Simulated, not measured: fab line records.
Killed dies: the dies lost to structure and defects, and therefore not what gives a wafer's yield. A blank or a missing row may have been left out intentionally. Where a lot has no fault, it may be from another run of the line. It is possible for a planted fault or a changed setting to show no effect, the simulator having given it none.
One fault through the eyes of 3 desks / flow n5-finfet / each desk holds nothing but its own numbers, with what lay behind them at the end

AT THE TOOL OWNER'S DESK: rie-diel-03
The tool's own readings at N5_BEOL_M2_ETCH_64 (etches SOC in N2/H2, target depth 75 nm, overetch 22.5 nm, time 121.9 s): means of the sampled wafers that have a number, for each lot that ran on this tool. Any lot whose mean is over 4 standard deviations away from the usual mean is out of limits and marked OUT; that distance is given in the brackets.
Columns: A = drypump-motor-current-A at N5_BEOL_M2_ETCH_64, usual 5.6 A; B = h2-flow-sccm at N5_BEOL_M2_ETCH_64, usual 200.0 sccm; C = oes-product-au at N5_BEOL_M2_ETCH_64, usual 0.60 a.u.; D = rf-vpp-V at N5_BEOL_M2_ETCH_64, usual 524.2 V; E = showerhead-plenum-p-Torr at N5_BEOL_M2_ETCH_64, usual 2.55 Torr; F = throttle-valve-pct at N5_BEOL_M2_ETCH_64, usual 17.7 %
lot=L948; first seen here=day 8 01:34; A=5.1; B=199.8; C=0.62; D=524.2; E=2.56; F=17.5
lot=L949; first seen here=day 8 06:51; A=5.8; B=199.8; C=0.61; D=522.2; E=2.46; F=17.5
lot=L965; first seen here=day 12 19:05; A=5.7; B=200.0; C=0.61; D=523.3; E=2.52; F=17.7
Result from this desk: across the 3 lots, nothing is out of limits.

THE DEFECT DESK
Per lot, the means of the sampled wafers with a number show what the inspections along the route counted. Any lot whose mean is over 4 standard deviations away from the usual mean is out of limits and marked OUT; that distance is given in the brackets.
Columns: A = raw-defect-count at N5_BEOL_M2_INSPECT_13, usual 431
lot=L947; first seen here=day 7 19:25; A=521
lot=L948; first seen here=day 8 01:27; A=486
lot=L949; first seen here=day 8 06:44; A=367
lot=L955; first seen here=day 10 02:37; A=398
lot=L961; first seen here=day 11 05:27; A=592
lot=L965; first seen here=day 12 18:48; A=365
Result from this desk: across the 6 lots, nothing is out of limits.

THE METROLOGY DESK
What the gauges read for every lot (on any tool): the sampled wafers with a number, averaged. Any lot whose mean is over 4 standard deviations away from the usual mean is out of limits and marked OUT; that distance is given in the brackets. It has 12 readings; the 7 that lie furthest out on some lot are the ones shown.
Columns: A = cd-nm at N5_BEOL_M2_CD_MEAS_11, usual 16.84 nm; B = DIBL_N at N5_BEOL_M4_RC_MEAS_101, usual 37.0 mV/V; C = IOFF_N at N5_BEOL_M4_RC_MEAS_101, usual 0.17 nA/um; D = ION_N at N5_BEOL_M4_RC_MEAS_101, usual 675 uA/um; E = ION_P at N5_BEOL_M4_RC_MEAS_101, usual 460 uA/um; F = VT_N at N5_BEOL_M4_RC_MEAS_101, usual 249 mV; G = VT_P at N5_BEOL_M4_RC_MEAS_101, usual -250 mV
lot=L947; first seen here=day 7 19:19; A=16.55; B=35.5; C=0.17; D=675; E=467; F=249; G=-248
lot=L948; first seen here=day 8 01:22; A=16.66; B=35.6; C=0.14; D=675; E=459; F=251; G=-254
lot=L949; first seen here=day 8 06:39; A=16.69; B=36.3; C=0.16; D=675; E=453; F=251; G=-257
lot=L955; first seen here=day 10 02:31; A=16.72; B=37.1; C=0.23; D=688; E=472; F=242; G=-244
lot=L961; first seen here=day 11 05:22; A=17.15; B=39.6; C=0.21; D=692; E=465; F=247; G=-247
lot=L965; first seen here=day 12 18:43; A=16.95; B=37.9; C=0.19; D=674; E=454; F=250; G=-254
Result from this desk: across the 6 lots, nothing is out of limits.

PUT TOGETHER
Nothing out of limits was seen by the tool owner's desk.
Nothing the defect desk looked at was out of limits.
At the metrology desk, nothing out of limits was observed.

WHAT THE SIMULATOR PUT IN
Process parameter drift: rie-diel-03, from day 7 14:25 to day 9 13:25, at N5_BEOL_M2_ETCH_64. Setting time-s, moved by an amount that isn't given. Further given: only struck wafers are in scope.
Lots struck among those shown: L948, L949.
